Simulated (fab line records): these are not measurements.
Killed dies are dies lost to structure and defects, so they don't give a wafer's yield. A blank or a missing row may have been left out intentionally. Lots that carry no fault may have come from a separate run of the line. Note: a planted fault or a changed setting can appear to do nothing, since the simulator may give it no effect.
Chamber matching | flow nandHarc | 4 sister chambers for NHARC_P_ZERO_WELL_DESCUM_54 on rieDiel-02
The step chemistry O2, time 3 s. 8 wafers are shown with their chamber, then 7 later ones without.

== WAFERS WITH THEIR CHAMBER ==
wafer  | chamber | showerheadPlenumPTorr (Torr) | drypumpMotorCurrentA (A)
L498.4 | 1       | 2.08                         | 6.1
L499.3 | 0       | 1.86                         | 5.6
L499.6 | 0       | 1.86                         | 5.6
L503.1 | 3       | 1.87                         | 5.6
L503.4 | 2       | 1.82                         | 5.6
L503.5 | 2       | 1.82                         | 5.6
L508.3 | 1       | 2.06                         | 6.1
L508.4 | 3       | 1.87                         | 5.7

== WAFERS WHOSE CHAMBER IS MISSING ==
wafer  | showerheadPlenumPTorr (Torr) | drypumpMotorCurrentA (A)
L508.6 | 2.06                         | 6.1
L509.3 | 1.85                         | 5.6
L509.5 | 2.06                         | 6.1
L509.6 | 1.82                         | 5.6
L515.3 | 1.84                         | 5.6
L515.5 | 2.06                         | 6.1
L515.6 | 1.81                         | 5.6

== CHAMBER TAKEN BY EACH ==
wafer  | from the rows above          | in truth
L508.6 | 1                            | 1
L509.3 | can't be placed: 0 or 3      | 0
L509.5 | 1                            | 1
L509.6 | 2                            | 2
L515.3 | can't be placed: 0 or 2 or 3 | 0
L515.5 | 1                            | 1
L515.6 | 2                            | 2
Correct placement for 5 of the 7. From these rows, 2 cannot be placed; in 2 the true chamber is one of the candidates. Number placed wrongly: 0.
How it was worked out, from the rows above alone: a wafer's distance from a chamber is the root of the sum, over the readings, of the square of ((its reading less the chamber's mean) divided by the reading's scatter). The wafer belongs to the nearest chamber; if the next one is less than 2 further off, it can't be placed. For every chamber, the mean is computed from those of its wafers that are shown. How the scatter is found: for the shown wafers, subtract from each reading the mean of its chamber, square and add these, divide the total by (wafers less chambers), then take the root.
